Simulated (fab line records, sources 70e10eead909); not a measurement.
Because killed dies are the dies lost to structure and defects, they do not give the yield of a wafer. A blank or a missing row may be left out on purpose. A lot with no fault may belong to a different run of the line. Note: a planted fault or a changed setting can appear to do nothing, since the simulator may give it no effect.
What tool caused it? | flow nand-harc | 24 lots with 72 wafers sampled at 6 steps, on a route of 1159 steps

## WHAT EACH GAUGE READ, for each wafer
Not one reading of a measure or inspect step in the record can be checked against a usual standard deviation.

## EACH LOT AND THE TOOL THAT RAN IT (in order: tool; ch and the chambers of the sampled wafers; start)
lot  | NHARC_A_STAIRCASE_TRIM_16      | NHARC_A_STAIRCASE_ETCH_27      | NHARC_A_STAIRCASE_ETCH_188     | NHARC_A_STAIRCASE_ETCH_194     | NHARC_A_STAIRCASE_TRIM_202     | NHARC_A_STAIRCASE_ETCH_203
L074 | rie-diel-13 ch 0,1,3, no start | rie-diel-02 ch 0,2,3, no start | rie-diel-02 ch 0,2,3, no start | rie-diel-02 ch 1,2,3, no start | rie-diel-02 ch 0,2,3, no start | rie-diel-02 ch 1,2,3, no start
L075 | rie-diel-02 ch 1,2,3, no start | rie-diel-13 ch 1,2,3, no start | rie-diel-13 ch 1,2,3, no start | rie-diel-13 ch 0,1,3, no start | rie-diel-05 ch 1,2,3, no start | rie-diel-05 ch 0,1,2, no start
L077 | rie-diel-05 ch 0,2, no start   | rie-diel-05 ch 0,1,2, no start | rie-diel-13 ch 0,2,3, no start | rie-diel-13 ch 0,1, no start   | rie-diel-05 ch 0,1,3, no start | rie-diel-05 ch 0,2,3, no start
L076 | rie-diel-13 ch 2,3, no start   | rie-diel-13 ch 0,2,3, no start | rie-diel-13 ch 1,3, no start   | rie-diel-13 ch 0,1,3, no start | rie-diel-02 ch 0,3, no start   | rie-diel-02 ch 1,3, no start
L079 | rie-diel-02 ch 0,2,3, no start | rie-diel-02 ch 2,3, no start   | rie-diel-13 ch 1,3, no start   | rie-diel-13 ch 1,2,3, no start | rie-diel-13 ch 0,1,2, no start | rie-diel-13 ch 1,2,3, no start
L078 | rie-diel-05 ch 1,2,3, no start | rie-diel-02 ch 0,1,3, no start | rie-diel-02 ch 0,1,3, no start | rie-diel-02 ch 0,2,3, no start | rie-diel-02 ch 2,3, no start   | rie-diel-02 ch 1,3, no start
L081 | rie-diel-02 ch 0,1,3, no start | rie-diel-02 ch 0,2,3, no start | rie-diel-05 ch 0,1,2, no start | rie-diel-05 ch 0,1,3, no start | rie-diel-02 ch 1,2,3, no start | rie-diel-02 ch 0,1,3, no start
L083 | rie-diel-05 ch 0,1,2, no start | rie-diel-05 ch 1,2,3, no start | rie-diel-05 ch 0,2,3, no start | rie-diel-05 ch 0,2,3, no start | rie-diel-02 ch 0,1,2, no start | rie-diel-02 ch 0,2,3, no start
L080 | rie-diel-02 ch 0,1,2, no start | rie-diel-02 ch 0,1,2, no start | rie-diel-05 ch 1,2,3, no start | rie-diel-05 ch 0,1,2, no start | rie-diel-13 ch 1,2,3, no start | rie-diel-13 ch 0,2,3, no start
L082 | rie-diel-13 ch 0,1,3, no start | rie-diel-02 ch 1,2, no start   | rie-diel-02 ch 1,2, no start   | rie-diel-02 ch 0,1,3, no start | rie-diel-02 ch 0,2, no start   | rie-diel-02 ch 1,2, no start
L084 | rie-diel-13 ch 1,2,3, no start | rie-diel-02 ch 0,1,3, no start | rie-diel-02 ch 2,3, no start   | rie-diel-02 ch 1,3, no start   | rie-diel-02 ch 1,2,3, no start | rie-diel-02 ch 1,2, no start
L089 | rie-diel-05 ch 0,2,3, no start | rie-diel-13 ch 0,2,3, no start | rie-diel-02 ch 0,1, no start   | rie-diel-02 ch 0,1, no start   | rie-diel-13 ch 1,2, no start   | rie-diel-13 ch 1,2,3, no start
L085 | rie-diel-02 ch 0,2,3, no start | rie-diel-02 ch 0,2,3, no start | rie-diel-02 ch 0,2,3, no start | rie-diel-02 ch 0,1,3, no start | rie-diel-02 ch 0,1,2, no start | rie-diel-02 ch 1,2,3, no start
L087 | rie-diel-13 ch 0,3, no start   | rie-diel-02 ch 1,2,3, no start | rie-diel-13 ch 1,2, no start   | rie-diel-13 ch 0,1,3, no start | rie-diel-05 ch 0,1, no start   | rie-diel-05 ch 0,1,2, no start
L086 | rie-diel-05 ch 0,2, no start   | rie-diel-13 ch 1,2,3, no start | rie-diel-13 ch 1,2,3, no start | rie-diel-13 ch 2,3, no start   | rie-diel-13 ch 0,2,3, no start | rie-diel-13 ch 0,3, no start
L088 | rie-diel-13 ch 1,2,3, no start | rie-diel-02 ch 0,1,2, no start | rie-diel-05 ch 0,2,3, no start | rie-diel-05 ch 0,1,2, no start | rie-diel-05 ch 1,2,3, no start | rie-diel-05 ch 0,2,3, no start
L091 | rie-diel-02 ch 1,2,3, no start | rie-diel-02 ch 0,2,3, no start | rie-diel-13 ch 0,1,3, no start | rie-diel-13 ch 0,1,2, no start | rie-diel-02 ch 0,1, no start   | rie-diel-02 ch 0,1,2, no start
L090 | rie-diel-13 ch 0,1,3, no start | rie-diel-02 ch 1,2, no start   | rie-diel-02 ch 0,1,2, no start | rie-diel-02 ch 0,1, no start   | rie-diel-13 ch 0,1, no start   | rie-diel-13 ch 0,2,3, no start
L093 | rie-diel-02 ch 0,1, no start   | rie-diel-13 ch 0,3, no start   | rie-diel-05 ch 0,2,3, no start | rie-diel-05 ch 0,1,2, no start | rie-diel-05 ch 1,3, no start   | rie-diel-05 ch 1,2,3, no start
L092 | rie-diel-02 ch 0,1,2, no start | rie-diel-02 ch 1,2, no start   | rie-diel-13 ch 0,2,3, no start | rie-diel-13 ch 0,1,3, no start | rie-diel-02 ch 0,3, no start   | rie-diel-02 ch 0,1,2, no start
L094 | rie-diel-05 ch 0,1, no start   | rie-diel-05 ch 1,2,3, no start | rie-diel-13 ch 0,1,2, no start | rie-diel-13 ch 1,2, no start   | rie-diel-02 ch 0,1, no start   | rie-diel-02 ch 0,1,3, no start
L096 | rie-diel-13 ch 0,1, no start   | rie-diel-02 ch 0,3, no start   | rie-diel-05 ch 0,1,3, no start | rie-diel-05 ch 0,1,3, no start | rie-diel-05 ch 0,1,3, no start | rie-diel-05 ch 2,3, no start
L095 | rie-diel-02 ch 0,2,3, no start | rie-diel-13 ch 1,2,3, no start | rie-diel-02 ch 0,1,3, no start | rie-diel-02 ch 0,1,3, no start | rie-diel-02 ch 0,1,3, no start | rie-diel-02 ch 0,1,3, no start
L097 | rie-diel-02 ch 0,2, no start   | rie-diel-13 ch 1,2,3, no start | rie-diel-13 ch 0,2, no start   | rie-diel-13 ch 1,2,3, no start | rie-diel-13 ch 0,2, no start   | rie-diel-13 ch 0,1, no start
- NHARC_A_STAIRCASE_TRIM_16: chemistry O2, time 211.2 s.
- NHARC_A_STAIRCASE_ETCH_27: etches the open film in C4F8/O2, target depth 100 nm, time 40.5 s.
- NHARC_A_STAIRCASE_ETCH_188: etches the open film in C4F8/O2, target depth 100 nm, time 40.5 s.
- NHARC_A_STAIRCASE_ETCH_194: etches the open film in C4F8/O2, target depth 100 nm, time 40.5 s.
- NHARC_A_STAIRCASE_TRIM_202: chemistry O2, time 211.2 s.
- NHARC_A_STAIRCASE_ETCH_203: etches the open film in C4F8/O2, target depth 100 nm, time 40.5 s.

## AS READ BY THE TOOLS THEMSELVES (means over the sampled wafers that have a number; for cases with no such wafer, the mark the record gives instead)
NHARC_A_STAIRCASE_TRIM_16. Usual: drypump-motor-current-A 5.7 A, standard deviation 0.4; oes-product-au 0.997 a.u., standard deviation 0.01; rf-vpp-V 57.8 V, standard deviation 0.98; showerhead-plenum-p-Torr 3.53 Torr, standard deviation 0.16; throttle-valve-pct 17.036 %, standard deviation 0.0091.
lot  | tool        | drypump-motor-current-A (A) | oes-product-au (a.u.) | rf-vpp-V (V) | showerhead-plenum-p-Torr (Torr) | throttle-valve-pct (%) | flag
L074 | rie-diel-13 | 5.8                         | 0.983                 | 58.5         | 3.38                            | 17.035                 |
L075 | rie-diel-02 | 5.8                         | 1.000                 | 58.4         | 3.54                            | 17.027                 |
L077 | rie-diel-05 | 5.9                         | 0.994                 | 58.2         | 3.59                            | 17.029                 |
L076 | rie-diel-13 | 5.8                         | 0.984                 | 57.3         | 3.41                            | 17.027                 |
L079 | rie-diel-02 | 5.6                         | 0.998                 | 57.7         | 3.56                            | 17.032                 |
L078 | rie-diel-05 | 5.5                         | 0.988                 | 57.0         | 3.54                            | 17.040                 |
L081 | rie-diel-02 | 6.0                         | 0.996                 | 56.9         | 3.48                            | 17.041                 |
L083 | rie-diel-05 | 5.9                         | 0.996                 | 58.0         | 3.51                            | 17.042                 |
L080 | rie-diel-02 | 5.6                         | 0.997                 | 57.2         | 3.65                            | 17.029                 |
L082 | rie-diel-13 | 5.8                         | 0.993                 | 57.6         | 3.37                            | 17.031                 |
L084 | rie-diel-13 | 5.7                         | 0.995                 | 57.1         | 3.41                            | 17.040                 |
L089 | rie-diel-05 | 5.8                         | 0.992                 | 57.5         | 3.58                            | 17.037                 |
L085 | rie-diel-02 | 5.6                         | 1.003                 | 57.1         | 3.55                            | 17.041                 |
L087 | rie-diel-13 | 5.9                         | 0.993                 | 57.1         | 3.37                            | 17.031                 |
L086 | rie-diel-05 | 5.9                         | 0.997                 | 57.6         | 3.58                            | 17.041                 |
L088 | rie-diel-13 | 5.7                         | 0.998                 | 58.6         | 3.40                            | 17.046                 |
L091 | rie-diel-02 | 5.8                         | 1.001                 | 57.6         | 3.71                            | 17.031                 |
L090 | rie-diel-13 | 5.8                         | 0.988                 | 57.4         | 3.36                            | 17.036                 |
L093 | rie-diel-02 | 5.9                         | 0.987                 | 56.8         | 3.56                            | 17.043                 |
L092 | rie-diel-02 | 5.6                         | 1.010                 | 58.6         | 3.63                            | 17.045                 |
L094 | rie-diel-05 | 5.8                         | 0.998                 | 58.1         | 3.42                            | 17.035                 |
L096 | rie-diel-13 | 5.7                         | 0.991                 | 57.2         | 3.44                            | 17.042                 |
L095 | rie-diel-02 | 5.6                         | 1.007                 | 58.4         | 3.72                            | 17.041                 |
L097 | rie-diel-02 | 5.4                         | 0.997                 | 58.5         | 3.65                            | 17.034                 |

NHARC_A_STAIRCASE_ETCH_27. Usual: oes-product-au 0.939 a.u., standard deviation 0.012; rf-vpp-V 896 V, standard deviation 6.2.
lot  | tool        | oes-product-au (a.u.) | rf-vpp-V (V) | flag
L074 | rie-diel-02 | 0.943                 | 897          |
L075 | rie-diel-13 | 0.934                 | 891          |
L077 | rie-diel-05 | 0.932                 | 896          |
L076 | rie-diel-13 | 0.934                 | 895          |
L079 | rie-diel-02 | 0.943                 | 898          |
L078 | rie-diel-02 | 0.944                 | 894          |
L081 | rie-diel-02 | 0.940                 | 897          |
L083 | rie-diel-05 | 0.935                 | 896          |
L080 | rie-diel-02 | 0.939                 | 900          |
L082 | rie-diel-02 | 0.939                 | 900          |
L084 | rie-diel-02 | 0.942                 | 894          |
L089 | rie-diel-13 | 0.949                 | 894          |
L085 | rie-diel-02 | 0.936                 | 896          |
L087 | rie-diel-02 | 0.930                 | 896          |
L086 | rie-diel-13 | 0.933                 | 893          |
L088 | rie-diel-02 | 0.941                 | 900          |
L091 | rie-diel-02 | 0.951                 | 903          |
L090 | rie-diel-02 | 0.935                 | 901          |
L093 | rie-diel-13 | 0.924                 | 893          |
L092 | rie-diel-02 | 0.938                 | 902          |
L094 | rie-diel-05 | 0.933                 | 896          |
L096 | rie-diel-02 | 0.965                 | 900          |
L095 | rie-diel-13 | 0.945                 | 891          |
L097 | rie-diel-13 | 0.952                 | 891          |

NHARC_A_STAIRCASE_ETCH_188. Usual: oes-product-au 0.933 a.u., standard deviation 0.013; rf-vpp-V 895 V, standard deviation 5.7.
lot  | tool        | oes-product-au (a.u.) | rf-vpp-V (V) | flag
L074 | rie-diel-02 | 0.955                 | 897          |
L075 | rie-diel-13 | 0.940                 | 892          |
L077 | rie-diel-13 | 0.928                 | 895          |
L076 | rie-diel-13 | 0.915                 | 888          |
L079 | rie-diel-13 | 0.914                 | 888          |
L078 | rie-diel-02 | 0.931                 | 894          |
L081 | rie-diel-05 | 0.937                 | 895          |
L083 | rie-diel-05 | 0.946                 | 898          |
L080 | rie-diel-05 | 0.942                 | 896          |
L082 | rie-diel-02 | 0.929                 | 899          |
L084 | rie-diel-02 | 0.939                 | 899          |
L089 | rie-diel-02 | 0.927                 | 898          |
L085 | rie-diel-02 | 0.923                 | 897          |
L087 | rie-diel-13 | 0.924                 | 896          |
L086 | rie-diel-13 | 0.927                 | 892          |
L088 | rie-diel-05 | 0.953                 | 898          |
L091 | rie-diel-13 | 0.927                 | 889          |
L090 | rie-diel-02 | 0.929                 | 901          |
L093 | rie-diel-05 | 0.927                 | 898          |
L092 | rie-diel-13 | 0.936                 | 893          |
L094 | rie-diel-13 | 0.951                 | 894          |
L096 | rie-diel-05 | 0.949                 | 896          |
L095 | rie-diel-02 | 0.931                 | 900          |
L097 | rie-diel-13 | 0.937                 | 898          |

NHARC_A_STAIRCASE_ETCH_194. Usual: oes-product-au 0.936 a.u., standard deviation 0.012; rf-vpp-V 895 V, standard deviation 5.8.
lot  | tool        | oes-product-au (a.u.) | rf-vpp-V (V) | flag
L074 | rie-diel-02 | 0.946                 | 896          |
L075 | rie-diel-13 | 0.935                 | 890          |
L077 | rie-diel-13 | 0.918                 | 891          |
L076 | rie-diel-13 | 0.936                 | 891          |
L079 | rie-diel-13 | 0.930                 | 892          |
L078 | rie-diel-02 | 0.932                 | 898          |
L081 | rie-diel-05 | 0.941                 | 896          |
L083 | rie-diel-05 | 0.943                 | 898          |
L080 | rie-diel-05 | 0.924                 | 894          |
L082 | rie-diel-02 | 0.931                 | 894          |
L084 | rie-diel-02 | 0.939                 | 889          |
L089 | rie-diel-02 | 0.932                 | 898          |
L085 | rie-diel-02 | 0.942                 | 893          |
L087 | rie-diel-13 | 0.929                 | 889          |
L086 | rie-diel-13 | 0.949                 | 892          |
L088 | rie-diel-05 | 0.944                 | 895          |
L091 | rie-diel-13 | 0.928                 | 894          |
L090 | rie-diel-02 | 0.935                 | 897          |
L093 | rie-diel-05 | 0.943                 | 894          |
L092 | rie-diel-13 | 0.933                 | 891          |
L094 | rie-diel-13 | 0.936                 | 892          |
L096 | rie-diel-05 | 0.951                 | 894          |
L095 | rie-diel-02 | 0.933                 | 900          |
L097 | rie-diel-13 | 0.933                 | 891          |

NHARC_A_STAIRCASE_TRIM_202. Usual: drypump-motor-current-A 5.7 A, standard deviation 0.42; oes-product-au 0.996 a.u., standard deviation 0.01; rf-vpp-V 57.8 V, standard deviation 0.89; showerhead-plenum-p-Torr 3.53 Torr, standard deviation 0.17; throttle-valve-pct 17.037 %, standard deviation 0.0095.
lot  | tool        | drypump-motor-current-A (A) | oes-product-au (a.u.) | rf-vpp-V (V) | showerhead-plenum-p-Torr (Torr) | throttle-valve-pct (%) | flag
L074 | rie-diel-02 | 5.6                         | 1.001                 | 57.2         | 3.56                            | 17.037                 |
L075 | rie-diel-05 | 5.5                         | 0.982                 | 58.1         | 3.54                            | 17.031                 |
L077 | rie-diel-05 | 5.8                         | 0.997                 | 57.5         | 3.52                            | 17.033                 |
L076 | rie-diel-02 | 6.1                         | 0.994                 | 57.2         | 3.39                            | 17.030                 |
L079 | rie-diel-13 | 5.6                         | 0.999                 | 57.9         | 3.49                            | 17.045                 |
L078 | rie-diel-02 | 5.9                         | 1.001                 | 57.8         | 3.45                            | 17.027                 |
L081 | rie-diel-02 | 5.8                         | 0.995                 | 57.5         | 3.53                            | 17.042                 |
L083 | rie-diel-02 | 5.6                         | 0.994                 | 58.5         | 3.65                            | 17.042                 |
L080 | rie-diel-13 | 5.7                         | 0.997                 | 56.7         | 3.41                            | 17.035                 |
L082 | rie-diel-02 | 5.2                         | 1.000                 | 58.1         | 3.72                            | 17.033                 |
L084 | rie-diel-02 | 5.8                         | 1.000                 | 57.3         | 3.53                            | 17.030                 |
L089 | rie-diel-13 | 5.5                         | 1.004                 | 57.5         | 3.52                            | 17.028                 |
L085 | rie-diel-02 | 5.6                         | 0.997                 | 57.6         | 3.64                            | 17.042                 |
L087 | rie-diel-05 | 6.1                         | 0.996                 | 57.2         | 3.48                            | 17.041                 |
L086 | rie-diel-13 | 5.7                         | 0.998                 | 57.6         | 3.48                            | 17.045                 |
L088 | rie-diel-05 | 5.5                         | 0.994                 | 58.9         | 3.52                            | 17.025                 |
L091 | rie-diel-02 | 5.8                         | 0.993                 | 58.0         | 3.58                            | 17.041                 |
L090 | rie-diel-13 | 5.7                         | 0.982                 | 56.9         | 3.36                            | 17.046                 |
L093 | rie-diel-05 | 5.4                         | 1.009                 | 57.7         | 3.52                            | 17.028                 |
L092 | rie-diel-02 | 5.8                         | 0.999                 | 58.9         | 3.67                            | 17.042                 |
L094 | rie-diel-02 | 5.9                         | 0.999                 | 57.1         | 3.55                            | 17.035                 |
L096 | rie-diel-05 | 5.7                         | 0.999                 | 57.5         | 3.49                            | 17.041                 |
L095 | rie-diel-02 | 6.0                         | 0.998                 | 58.2         | 3.64                            | 17.038                 |
L097 | rie-diel-13 | 5.4                         | 0.997                 | 59.3         | 3.58                            | 17.043                 |

NHARC_A_STAIRCASE_ETCH_203. Usual: oes-product-au 0.939 a.u., standard deviation 0.013; rf-vpp-V 896 V, standard deviation 5.9.
lot  | tool        | oes-product-au (a.u.) | rf-vpp-V (V) | flag
L074 | rie-diel-02 | 0.942                 | 897          |
L075 | rie-diel-05 | 0.934                 | 897          |
L077 | rie-diel-05 | 0.931                 | 899          |
L076 | rie-diel-02 | 0.944                 | 893          |
L079 | rie-diel-13 | 0.938                 | 892          |
L078 | rie-diel-02 | 0.946                 | 893          |
L081 | rie-diel-02 | 0.941                 | 894          |
L083 | rie-diel-02 | 0.943                 | 896          |
L080 | rie-diel-13 | 0.934                 | 895          |
L082 | rie-diel-02 | 0.945                 | 903          |
L084 | rie-diel-02 | 0.934                 | 899          |
L089 | rie-diel-13 | 0.942                 | 890          |
L085 | rie-diel-02 | 0.932                 | 896          |
L087 | rie-diel-05 | 0.924                 | 895          |
L086 | rie-diel-13 | 0.931                 | 892          |
L088 | rie-diel-05 | 0.928                 | 898          |
L091 | rie-diel-02 | 0.948                 | 900          |
L090 | rie-diel-13 | 0.951                 | 894          |
L093 | rie-diel-05 | 0.956                 | 897          |
L092 | rie-diel-02 | 0.956                 | 900          |
L094 | rie-diel-02 | 0.964                 | 901          |
L096 | rie-diel-05 | 0.938                 | 898          |
L095 | rie-diel-02 | 0.937                 | 900          |
L097 | rie-diel-13 | 0.922                 | 890          |

## THE ANSWER, worked out from the rows above alone
Rule: a lot is off if the mean of its wafers that have a number lies more than 3 standard deviations from the usual mean. Also off: a lot with no number at a reading for which 4 or more lots have one. Any other lot the step has rows for is counted as sound. After the gauges, taken in route order, come the tools' own readings; for these a lot's mean is taken, as printed above. The first step at which some lot is off is used, and at that step the reading that is off furthest; a lot without a number counts as furthest.
Nothing can be told from this: no lot is off at any reading shown.

## WHAT HAD BEEN PUT IN BY THE SIMULATOR
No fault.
